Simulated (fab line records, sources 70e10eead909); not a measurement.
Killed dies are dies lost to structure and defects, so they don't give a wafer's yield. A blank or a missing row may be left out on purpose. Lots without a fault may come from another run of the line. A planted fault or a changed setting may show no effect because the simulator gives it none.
Chamber matching | flow nand_harc | NHARC_P_M2_ETCH_35 on rie_diel-03: 4 sister chambers
The step etches the open film in N2/H2, target depth 40 nm, overetch 12 nm, time 43.94 s. 18 wafers are shown with their chamber, then 9 later ones without.

WAFERS WITH THEIR CHAMBER
wafer  | chamber | drypump_motor_current_A (A) | rf_vpp_V (V) | oes_product_au (a.u.)
L080.2 | 1       | 5.4                         | 427.7        | 1.004
L080.3 | 0       | 6.0                         | 431.6        | 0.982
L080.5 | 2       | 5.8                         | 433.7        | 0.996
L084.1 | 0       | 6.0                         | 431.0        | 0.996
L084.3 | 3       | 5.1                         | 431.9        | 0.997
L084.6 | 2       | 5.8                         | 433.9        | 0.996
L085.3 | 3       | 5.2                         | 429.4        | 1.001
L085.4 | 2       | 5.8                         | 435.1        | 0.994
L085.5 | 3       | 5.2                         | 431.3        | 1.005
L086.3 | 3       | 5.2                         | 431.8        | 0.996
L086.4 | 2       | 5.8                         | 432.9        | 0.988
L086.6 | 0       | 6.0                         | 431.1        | 0.986
L088.1 | 0       | 6.0                         | 429.7        | 1.005
L088.4 | 3       | 5.2                         | 430.6        | 0.999
L088.5 | 0       | 6.0                         | 430.7        | 0.996
L089.1 | 2       | 5.8                         | 433.4        | 1.000
L089.2 | 0       | 6.0                         | 431.9        | 0.997
L089.5 | 1       | 5.4                         | 427.7        | 1.030

SIGNATURES (means of the wafers above)
reading                 | chamber 0 | chamber 1 | chamber 2 | chamber 3 | scatter within a chamber
drypump_motor_current_A | 6.000     | 5.400     | 5.800     | 5.180     | 0.0239
rf_vpp_V                | 431.000   | 427.700   | 433.800   | 431.000   | 0.841
oes_product_au          | 0.99367   | 1.01700   | 0.99480   | 0.99960   | 0.00761
Rule: a wafer's distance from a chamber is the root of the sum, over the readings, of the square of ((its reading less the chamber's mean) divided by the reading's scatter). The wafer belongs to the nearest chamber; if the next one is less than 2 further off, it can't be placed. The scatter: the root of (the sum of the squares of (reading less its chamber's mean) over the shown wafers, divided by (wafers less chambers)).

WAFERS WITHOUT THEIR CHAMBER
wafer  | drypump_motor_current_A (A) | rf_vpp_V (V) | oes_product_au (a.u.)
L091.1 | 5.2                         | 430.5        | 0.993
L091.3 | 5.8                         | 433.2        | 0.979
L091.4 | 6.0                         | 430.8        | 0.997
L091.2 | 6.0                         | 430.2        | 1.005
L091.5 | 5.8                         | 433.6        | 0.990
L091.6 | 5.2                         | 430.8        | 0.997
L095.1 | 5.8                         | 433.0        | 0.983
L095.4 | 6.0                         | 430.7        | 1.003
L095.5 | 5.8                         | 433.0        | 0.984

WHICH CHAMBER EACH WENT THROUGH
wafer  | from the rows above | in truth
L091.1 | 3                   | 3
L091.3 | 2                   | 2
L091.4 | 0                   | 0
L091.2 | 0                   | 0
L091.5 | 2                   | 2
L091.6 | 3                   | 3
L095.1 | 2                   | 2
L095.4 | 0                   | 0
L095.5 | 2                   | 2
Placed correctly: 9 of 9. Can't be placed from these rows: 0. Placed wrongly: 0.
